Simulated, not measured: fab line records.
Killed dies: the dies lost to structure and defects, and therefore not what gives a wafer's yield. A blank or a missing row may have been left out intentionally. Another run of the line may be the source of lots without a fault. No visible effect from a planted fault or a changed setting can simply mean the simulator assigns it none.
Which of the tools did it? / flow nandHarc / 15 lots with 43 wafers sampled at 5 steps, on a route of 1302 steps

## WHAT THE GAUGES SHOWED, per wafer
NHARC_A_ONON_D2_THK_MEAS_21: measures by ellipsometry. Usual: thkNm reads 999 nm (standard deviation 9.7).
lot=L428; measured=day 12 23:04; on=filmMetro-01; thkNm (nm)=1004 1004 1003; flag=
lot=L429; measured=day 13 14:50; on=filmMetro-01; thkNm (nm)=985 987 986; flag=
lot=L431; measured=day 13 14:50; on=filmMetro-01; thkNm (nm)=989 991 990; flag=
lot=L432; measured=day 14 10:14; on=filmMetro-01; thkNm (nm)=1008 1010 1009; flag=
lot=L433; measured=day 14 20:46; on=filmMetro-01; thkNm (nm)=1009 1012 1011; flag=
lot=L434; measured=day 15 05:20; on=filmMetro-01; thkNm (nm)=1008 1011 1010; flag=
lot=L435; measured=day 16 02:28; on=filmMetro-01; thkNm (nm)=987 985 986; flag=
lot=L436; measured=day 16 02:28; on=filmMetro-02; thkNm (nm)=1005 1007 1005; flag=
lot=L437; measured=day 16 16:19; on=filmMetro-01; thkNm (nm)=1004 1003 1002; flag=
lot=L439; measured=day 17 08:09; on=filmMetro-02; thkNm (nm)=1004 1005 1005; flag=
lot=L440; measured=day 18 07:22; on=filmMetro-02; thkNm (nm)=1006 1007 1003; flag=
lot=L444; measured=day 19 14:05; on=filmMetro-02; thkNm (nm)=988 1525; flag=OFF
lot=L446; measured=day 20 03:59; on=filmMetro-01; thkNm (nm)=986 1523; flag=OFF
lot=L447; measured=day 20 12:19; on=filmMetro-01; thkNm (nm)=991 991 1530; flag=OFF
lot=L450; measured=day 21 15:23; on=filmMetro-02; thkNm (nm)=1008 1007 1008; flag=

## WHICH TOOL RAN EACH LOT (tool, then ch and the chambers of the sampled wafers, then the start)
lot=L428; NHARC_A_CHANNEL_FILL_D1_ALD_14=aldHk-01 ch 0,1,2, day 9 01:22; NHARC_A_CHANNEL_FILL_D1_ETCHBACK_19=rieSi-05 ch 1,2,3, day 9 18:25; NHARC_A_DECK1_JOINT_DEP_16=pecvd-03 ch 0,1, day 12 09:53; NHARC_A_ONON_D2_DEP_19=pecvdOnon-04 ch 0, day 12 22:37
lot=L429; NHARC_A_CHANNEL_FILL_D1_ALD_14=aldHk-01 ch 1,3, day 9 20:38; NHARC_A_CHANNEL_FILL_D1_ETCHBACK_19=rieSi-03 ch 0,3, day 10 15:10; NHARC_A_DECK1_JOINT_DEP_16=pecvd-02 ch 0,2, day 13 00:25; NHARC_A_ONON_D2_DEP_19=pecvdOnon-04 ch 0, day 13 14:23
lot=L431; NHARC_A_CHANNEL_FILL_D1_ALD_14=aldHk-02 ch 1,2,3, day 10 02:03; NHARC_A_CHANNEL_FILL_D1_ETCHBACK_19=rieSi-03 ch 0,1, day 10 18:55; NHARC_A_DECK1_JOINT_DEP_16=pecvd-03 ch 0,1,2, day 13 00:19; NHARC_A_ONON_D2_DEP_19=pecvdOnon-01 ch 0, day 13 14:26
lot=L432; NHARC_A_CHANNEL_FILL_D1_ALD_14=aldHk-04 ch 0,2,3, day 10 19:43; NHARC_A_CHANNEL_FILL_D1_ETCHBACK_19=rieSi-05 ch 0,2, day 11 12:40; NHARC_A_DECK1_JOINT_DEP_16=pecvd-01 ch 1,2, day 13 23:08; NHARC_A_ONON_D2_DEP_19=pecvdOnon-01 ch 0, day 14 09:44
lot=L433; NHARC_A_CHANNEL_FILL_D1_ALD_14=aldHk-04 ch 1,2,3, day 11 04:06; NHARC_A_CHANNEL_FILL_D1_ETCHBACK_19=rieSi-05 ch 0,1, day 11 22:37; NHARC_A_DECK1_JOINT_DEP_16=pecvd-03 ch 1,2, day 14 09:32; NHARC_A_ONON_D2_DEP_19=pecvdOnon-03 ch 0, day 14 20:16
lot=L434; NHARC_A_CHANNEL_FILL_D1_ALD_14=aldHk-01 ch 0,1,2, day 11 15:53; NHARC_A_CHANNEL_FILL_D1_ETCHBACK_19=rieSi-05 ch 0,2,3, day 12 08:49; NHARC_A_DECK1_JOINT_DEP_16=pecvd-03 ch 0,2, day 14 18:10; NHARC_A_ONON_D2_DEP_19=pecvdOnon-04 ch 0, day 15 04:49
lot=L435; NHARC_A_CHANNEL_FILL_D1_ALD_14=aldHk-04 ch 0,1, day 12 10:29; NHARC_A_CHANNEL_FILL_D1_ETCHBACK_19=rieSi-05 ch 0,1, day 13 03:32; NHARC_A_DECK1_JOINT_DEP_16=pecvd-02 ch 1,2, day 15 15:14; NHARC_A_ONON_D2_DEP_19=pecvdOnon-04 ch 0, day 16 02:00
lot=L436; NHARC_A_CHANNEL_FILL_D1_ALD_14=aldHk-02 ch 1,2,3, day 12 10:31; NHARC_A_CHANNEL_FILL_D1_ETCHBACK_19=rieSi-01 ch 1,2,3, day 13 03:31; NHARC_A_DECK1_JOINT_DEP_16=pecvd-01 ch 1,2, day 15 15:14; NHARC_A_ONON_D2_DEP_19=pecvdOnon-01 ch 0, day 16 01:57
lot=L437; NHARC_A_CHANNEL_FILL_D1_ALD_14=aldHk-02 ch 0,1,2, day 13 01:02; NHARC_A_CHANNEL_FILL_D1_ETCHBACK_19=rieSi-01 ch 1,2,3, day 13 18:08; NHARC_A_DECK1_JOINT_DEP_16=pecvd-01 ch 0,1, day 16 05:10; NHARC_A_ONON_D2_DEP_19=pecvdOnon-03 ch 0, day 16 15:49
lot=L439; NHARC_A_CHANNEL_FILL_D1_ALD_14=aldHk-04 ch 0,1,3, day 13 17:23; NHARC_A_CHANNEL_FILL_D1_ETCHBACK_19=rieSi-03 ch 1,2, day 14 10:22; NHARC_A_DECK1_JOINT_DEP_16=pecvd-03 ch 0,1, day 16 21:05; NHARC_A_ONON_D2_DEP_19=pecvdOnon-04 ch 0, day 17 07:45
lot=L440; NHARC_A_CHANNEL_FILL_D1_ALD_14=aldHk-01 ch 0,2,3, day 14 12:41; NHARC_A_CHANNEL_FILL_D1_ETCHBACK_19=rieSi-03 ch 2,3, day 15 05:40; NHARC_A_DECK1_JOINT_DEP_16=pecvd-02 ch 0,1, day 17 19:41; NHARC_A_ONON_D2_DEP_19=pecvdOnon-01 ch 0, day 18 06:58
lot=L444; NHARC_A_CHANNEL_FILL_D1_ALD_14=aldHk-01 ch 1,2, day 15 17:51; NHARC_A_CHANNEL_FILL_D1_ETCHBACK_19=rieSi-05 ch 1,3, day 16 10:44; NHARC_A_DECK1_JOINT_DEP_16=pecvd-02 ch 0,1, day 19 02:59; NHARC_A_ONON_D2_DEP_19=pecvdOnon-04 ch 0, day 19 13:37
lot=L446; NHARC_A_CHANNEL_FILL_D1_ALD_14=aldHk-04 ch 2,3, day 16 12:24; NHARC_A_CHANNEL_FILL_D1_ETCHBACK_19=rieSi-01 ch 2,3, day 17 05:17; NHARC_A_DECK1_JOINT_DEP_16=pecvd-03 ch 0,2, day 19 16:35; NHARC_A_ONON_D2_DEP_19=pecvdOnon-04 ch 0, day 20 03:43
lot=L447; NHARC_A_CHANNEL_FILL_D1_ALD_14=aldHk-02 ch 2,3, day 16 19:58; NHARC_A_CHANNEL_FILL_D1_ETCHBACK_19=rieSi-01 ch 0,1,3, day 17 13:32; NHARC_A_DECK1_JOINT_DEP_16=pecvd-02 ch 0,1,2, day 20 00:49; NHARC_A_ONON_D2_DEP_19=pecvdOnon-04 ch 0, day 20 11:49
lot=L450; NHARC_A_CHANNEL_FILL_D1_ALD_14=aldHk-04 ch 0,2,3, day 18 03:59; NHARC_A_CHANNEL_FILL_D1_ETCHBACK_19=rieSi-01 ch 0,1, day 18 21:14; NHARC_A_DECK1_JOINT_DEP_16=pecvd-02 ch 0,1,2, day 21 05:41; NHARC_A_ONON_D2_DEP_19=pecvdOnon-03 ch 0, day 21 14:56
- NHARC_A_CHANNEL_FILL_D1_ALD_14: deposits SiO2, target thk 2.5 nm, pulse time 10 s, ald cycles 25.
- NHARC_A_CHANNEL_FILL_D1_ETCHBACK_19: etches the open film in HBr/Cl2, target depth 5 nm, time 1.7 s.
- NHARC_A_DECK1_JOINT_DEP_16: deposits SiO2, target thk 45 nm.
- NHARC_A_ONON_D2_DEP_19: target thk 1000 nm.

## WHAT THE TOOLS THEMSELVES READ (means of the sampled wafers that have a number; where no wafer has one, the mark that the record gives instead)
NHARC_A_CHANNEL_FILL_D1_ALD_14. Usual: heaterPowerW 481 W, standard deviation 36; precursorPulseHeightRel 1.000, standard deviation 0.02; susceptorTempC 300.02 C, standard deviation 0.2.
lot=L428; tool=aldHk-01; heaterPowerW (W)=467; precursorPulseHeightRel=1.004; susceptorTempC (C)=300.06; flag=
lot=L429; tool=aldHk-01; heaterPowerW (W)=493; precursorPulseHeightRel=1.015; susceptorTempC (C)=300.02; flag=
lot=L431; tool=aldHk-02; heaterPowerW (W)=481; precursorPulseHeightRel=0.993; susceptorTempC (C)=299.97; flag=
lot=L432; tool=aldHk-04; heaterPowerW (W)=496; precursorPulseHeightRel=1.007; susceptorTempC (C)=299.98; flag=
lot=L433; tool=aldHk-04; heaterPowerW (W)=501; precursorPulseHeightRel=0.993; susceptorTempC (C)=300.00; flag=
lot=L434; tool=aldHk-01; heaterPowerW (W)=466; precursorPulseHeightRel=0.985; susceptorTempC (C)=299.96; flag=
lot=L435; tool=aldHk-04; heaterPowerW (W)=476; precursorPulseHeightRel=1.002; susceptorTempC (C)=300.05; flag=
lot=L436; tool=aldHk-02; heaterPowerW (W)=478; precursorPulseHeightRel=0.993; susceptorTempC (C)=299.89; flag=
lot=L437; tool=aldHk-02; heaterPowerW (W)=490; precursorPulseHeightRel=0.995; susceptorTempC (C)=300.06; flag=
lot=L439; tool=aldHk-04; heaterPowerW (W)=473; precursorPulseHeightRel=1.004; susceptorTempC (C)=300.14; flag=
lot=L440; tool=aldHk-01; heaterPowerW (W)=448; precursorPulseHeightRel=1.022; susceptorTempC (C)=299.94; flag=
lot=L444; tool=aldHk-01; heaterPowerW (W)=442; precursorPulseHeightRel=1.002; susceptorTempC (C)=300.06; flag=
lot=L446; tool=aldHk-04; heaterPowerW (W)=516; precursorPulseHeightRel=1.006; susceptorTempC (C)=300.24; flag=
lot=L447; tool=aldHk-02; heaterPowerW (W)=463; precursorPulseHeightRel=1.001; susceptorTempC (C)=300.00; flag=
lot=L450; tool=aldHk-04; heaterPowerW (W)=494; precursorPulseHeightRel=1.000; susceptorTempC (C)=300.00; flag=

NHARC_A_CHANNEL_FILL_D1_ETCHBACK_19. Usual: drypumpMotorCurrentA 5.9 A, standard deviation 0.32; oesProductAu 1.002 a.u., standard deviation 0.012; throttleValvePct 26.405 %, standard deviation 0.0089.
lot=L428; tool=rieSi-05; drypumpMotorCurrentA (A)=6.0; oesProductAu (a.u.)=0.988; throttleValvePct (%)=26.407; flag=
lot=L429; tool=rieSi-03; drypumpMotorCurrentA (A)=5.8; oesProductAu (a.u.)=1.018; throttleValvePct (%)=26.402; flag=
lot=L431; tool=rieSi-03; drypumpMotorCurrentA (A)=5.6; oesProductAu (a.u.)=1.018; throttleValvePct (%)=26.407; flag=
lot=L432; tool=rieSi-05; drypumpMotorCurrentA (A)=6.1; oesProductAu (a.u.)=1.007; throttleValvePct (%)=26.396; flag=
lot=L433; tool=rieSi-05; drypumpMotorCurrentA (A)=5.7; oesProductAu (a.u.)=1.002; throttleValvePct (%)=26.412; flag=
lot=L434; tool=rieSi-05; drypumpMotorCurrentA (A)=6.1; oesProductAu (a.u.)=1.005; throttleValvePct (%)=26.407; flag=
lot=L435; tool=rieSi-05; drypumpMotorCurrentA (A)=5.7; oesProductAu (a.u.)=1.005; throttleValvePct (%)=26.406; flag=
lot=L436; tool=rieSi-01; drypumpMotorCurrentA (A)=5.9; oesProductAu (a.u.)=0.996; throttleValvePct (%)=26.407; flag=
lot=L437; tool=rieSi-01; drypumpMotorCurrentA (A)=5.9; oesProductAu (a.u.)=0.994; throttleValvePct (%)=26.396; flag=
lot=L439; tool=rieSi-03; drypumpMotorCurrentA (A)=5.9; oesProductAu (a.u.)=1.004; throttleValvePct (%)=26.398; flag=
lot=L440; tool=rieSi-03; drypumpMotorCurrentA (A)=6.1; oesProductAu (a.u.)=1.002; throttleValvePct (%)=26.409; flag=
lot=L444; tool=rieSi-05; drypumpMotorCurrentA (A)=5.9; oesProductAu (a.u.)=0.985; throttleValvePct (%)=26.412; flag=
lot=L446; tool=rieSi-01; drypumpMotorCurrentA (A)=5.7; oesProductAu (a.u.)=1.000; throttleValvePct (%)=26.404; flag=
lot=L447; tool=rieSi-01; drypumpMotorCurrentA (A)=6.1; oesProductAu (a.u.)=1.001; throttleValvePct (%)=26.400; flag=
lot=L450; tool=rieSi-01; drypumpMotorCurrentA (A)=6.3; oesProductAu (a.u.)=1.005; throttleValvePct (%)=26.404; flag=

NHARC_A_DECK1_JOINT_DEP_16. Usual: heaterPowerW 591 W, standard deviation 83; susceptorTempC 400.00 C, standard deviation 0.2; throttleValvePct 15.7 %, standard deviation 0.59.
lot=L428; tool=pecvd-03; heaterPowerW (W)=595; susceptorTempC (C)=399.78; throttleValvePct (%)=15.4; flag=
lot=L429; tool=pecvd-02; heaterPowerW (W)=624; susceptorTempC (C)=400.22; throttleValvePct (%)=15.9; flag=
lot=L431; tool=pecvd-03; heaterPowerW (W)=559; susceptorTempC (C)=399.84; throttleValvePct (%)=15.7; flag=
lot=L432; tool=pecvd-01; heaterPowerW (W)=699; susceptorTempC (C)=400.11; throttleValvePct (%)=16.0; flag=
lot=L433; tool=pecvd-03; heaterPowerW (W)=528; susceptorTempC (C)=399.95; throttleValvePct (%)=15.3; flag=
lot=L434; tool=pecvd-03; heaterPowerW (W)=569; susceptorTempC (C)=400.03; throttleValvePct (%)=15.9; flag=
lot=L435; tool=pecvd-02; heaterPowerW (W)=580; susceptorTempC (C)=400.04; throttleValvePct (%)=15.8; flag=
lot=L436; tool=pecvd-01; heaterPowerW (W)=645; susceptorTempC (C)=399.97; throttleValvePct (%)=15.6; flag=
lot=L437; tool=pecvd-01; heaterPowerW (W)=565; susceptorTempC (C)=400.06; throttleValvePct (%)=16.4; flag=
lot=L439; tool=pecvd-03; heaterPowerW (W)=602; susceptorTempC (C)=399.91; throttleValvePct (%)=15.5; flag=
lot=L440; tool=pecvd-02; heaterPowerW (W)=552; susceptorTempC (C)=399.82; throttleValvePct (%)=16.0; flag=
lot=L444; tool=pecvd-02; heaterPowerW (W)=669; susceptorTempC (C)=399.87; throttleValvePct (%)=16.0; flag=
lot=L446; tool=pecvd-03; heaterPowerW (W)=478; susceptorTempC (C)=399.76; throttleValvePct (%)=15.6; flag=
lot=L447; tool=pecvd-02; heaterPowerW (W)=591; susceptorTempC (C)=400.05; throttleValvePct (%)=15.9; flag=
lot=L450; tool=pecvd-02; heaterPowerW (W)=644; susceptorTempC (C)=399.98; throttleValvePct (%)=15.7; flag=

NHARC_A_ONON_D2_DEP_19. Usual: susceptorTempC reads 399.97 C (standard deviation 0.21).
lot=L428; tool=pecvdOnon-04; susceptorTempC (C)=400.20; flag=
lot=L429; tool=pecvdOnon-04; susceptorTempC (C)=399.90; flag=
lot=L431; tool=pecvdOnon-01; susceptorTempC (C)=399.83; flag=
lot=L432; tool=pecvdOnon-01; susceptorTempC (C)=399.86; flag=
lot=L433; tool=pecvdOnon-03; susceptorTempC (C)=400.03; flag=
lot=L434; tool=pecvdOnon-04; susceptorTempC (C)=400.10; flag=
lot=L435; tool=pecvdOnon-04; susceptorTempC (C)=400.05; flag=
lot=L436; tool=pecvdOnon-01; susceptorTempC (C)=399.95; flag=
lot=L437; tool=pecvdOnon-03; susceptorTempC (C)=400.10; flag=
lot=L439; tool=pecvdOnon-04; susceptorTempC (C)=400.06; flag=
lot=L440; tool=pecvdOnon-01; susceptorTempC (C)=399.74; flag=
lot=L444; tool=pecvdOnon-04; susceptorTempC (C)=400.27; flag=
lot=L446; tool=pecvdOnon-04; susceptorTempC (C)=399.94; flag=
lot=L447; tool=pecvdOnon-04; susceptorTempC (C)=399.64; flag=
lot=L450; tool=pecvdOnon-03; susceptorTempC (C)=400.07; flag=

## THE ANSWER, worked out from the rows above alone
Rule: a lot counts as off when the mean over its wafers that have a number is more than 3 standard deviations away from the usual mean. Also off: a lot with no number at a reading for which 4 or more lots have one. Any other lot the step has rows for is counted as sound. Order of review: gauges by route order, followed by the tools' own readings, for which a lot's mean as printed above is used. At the first step where some lot is off, the reading lying furthest off is the one used; lots without a number count as furthest.
Off: L444, L446, L447, at NHARC_A_ONON_D2_THK_MEAS_21 (thkNm).
If a tool, at a process step before that reading, ran all the lots that are off and no sound lot after the first of them, it fits. Gauges at NHARC_A_ONON_D2_THK_MEAS_21: tried the same way as those tools. One fits: pecvdOnon-04 at NHARC_A_ONON_D2_DEP_19. A fault onset in the window from L439 (day 17 07:45, its last sound lot) to L444 (day 19 13:37, its first lot off) fits.

## WHAT THE SIMULATOR HAD PUT IN
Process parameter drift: pecvdOnon-04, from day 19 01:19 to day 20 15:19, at NHARC_A_ONON_D2_DEP_19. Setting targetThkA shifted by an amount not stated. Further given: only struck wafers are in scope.
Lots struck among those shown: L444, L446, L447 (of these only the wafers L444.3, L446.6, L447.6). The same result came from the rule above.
